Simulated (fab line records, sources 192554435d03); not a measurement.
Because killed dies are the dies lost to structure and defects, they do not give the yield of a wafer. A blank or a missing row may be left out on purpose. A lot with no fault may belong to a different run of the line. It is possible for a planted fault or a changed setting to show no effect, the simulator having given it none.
Split-lot experiment ; flow n5 finfet ; route with 1938 steps; 7 lots, 21 wafers read

## THE SPLIT ITSELF
At N5_SD_EPI_P_EPI_21 (deposits SiGe:B, time 355 s), the setting time s was moved away from the recipe's 355 s on 8 of the 21 wafers read, by -16.8% to -8.6%. All remaining wafers had this setting at the recipe value.

## FROM THE SPLIT TO THE READING: what the file shows between them, 5 steps
- N5_SD_EPI_P_EPI_MEAS_23
- N5_SD_EPI_P_HM_STRIP_48: strips SiNx in H3PO4, material SiNx, target depth 3 nm
- N5_SD_EPI_P_SRD_49: time 30 s
- N5_SD_ACTIVATION_RTA_00: time 0 s
- N5_SD_ACTIVATION_LSA_01: time 0.0008 s

## THE READING
RS_SD_P in ohm/sq, measured at N5_SD_ACTIVATION_RS_MEAS_03 by four-point-probe. Typical for fault-free wafers on this fab line: 55.7 ohm/sq, with standard deviation 0.96 ohm/sq.

wafer;tool, chamber at the split;time s as run, s;against the recipe;RS_SD_P, ohm/sq;against lot-mates on the recipe
L074.2;epi rpcvd-01, 0;355;recipe;55.7;-
L074.4;epi rpcvd-01, 0;355;recipe;54.7;-
L074.6;epi rpcvd-01, 0;355;recipe;54.7;-
L075.2;epi rpcvd-03, 0;355;recipe;56.6;-
L075.5;epi rpcvd-03, 0;355;recipe;55.7;-
L075.6;epi rpcvd-03, 0;355;recipe;55.1;-
L080.1;epi rpcvd-01, 0;295.4;-16.8%;62.4;+7.2
L080.4;epi rpcvd-01, 0;295.4;-16.8%;61.8;+6.6
L080.5;epi rpcvd-01, 0;355;recipe;55.2;-
L086.2;epi rpcvd-02, 0;355;recipe;55.1;-
L086.4;epi rpcvd-02, 0;355;recipe;54.7;-
L086.5;epi rpcvd-02, 0;355;recipe;55.2;-
L087.1;epi rpcvd-03, 0;312.7;-11.9%;60.4;no lot-mate on the recipe
L087.2;epi rpcvd-03, 0;312.7;-11.9%;60.1;no lot-mate on the recipe
L087.6;epi rpcvd-03, 0;312.7;-11.9%;60.1;no lot-mate on the recipe
L095.1;epi rpcvd-03, 0;305.6;-13.9%;59.8;+4.3
L095.2;epi rpcvd-03, 0;305.6;-13.9%;60.5;+5.0
L095.4;epi rpcvd-03, 0;355;recipe;55.5;-
L096.1;epi rpcvd-03, 0;324.5;-8.6%;59.8;+4.0
L096.2;epi rpcvd-03, 0;355;recipe;55.4;-
L096.4;epi rpcvd-03, 0;355;recipe;56.3;-

THE FIT
A straight line over all 21 wafers: RS_SD_P changes by -0.39 ohm/sq for each +1% of time s; r = -0.98; the points scatter about the line by 0.6 ohm/sq.
The same after taking each lot's own level away (the mean of its wafers on the recipe; 18 wafers): -0.385 ohm/sq for each +1%; r = -0.98; scatter 0.53 ohm/sq.
On that fit, the largest move of time s shifts the reading by 6.5 ohm/sq.
The span of the lots' own levels, 55.00 to 55.85 ohm/sq, comes to 0.9 times the standard deviation stated above.
So the lot-to-lot level changes the slope little: the two slopes agree.
Check: with one of the wafers moved furthest among these (-16.8%) left out of the fit, the line predicts +6.19 ohm/sq for it against its lot-mates. Against them it came out at +7.2 ohm/sq.

## THE WHOLE CHAIN: every reading that the file lists as answering this split, in the file's order
step;what it does;reading;change (the file's fit);r (the file's)
N5_SD_EPI_P_EPI_21;deposits SiGe:B, time 355 s;SiGe-B_of_SD_EPI_P_EPI_21.thk nm (the simulator's own value, which no gauge read);+0.388 nm for each +1% of the setting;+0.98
N5_SD_EPI_P_EPI_MEAS_23;;thk nm;withheld for each +1% of the setting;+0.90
N5_SD_ACTIVATION_RS_MEAS_03;measures by four-point-probe;RS_SD_P;-0.388 for each +1% of the setting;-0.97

## FILE'S OWN FIT
RS_SD_P changes by -0.388 ohm/sq for each +1% of time s, r = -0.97.
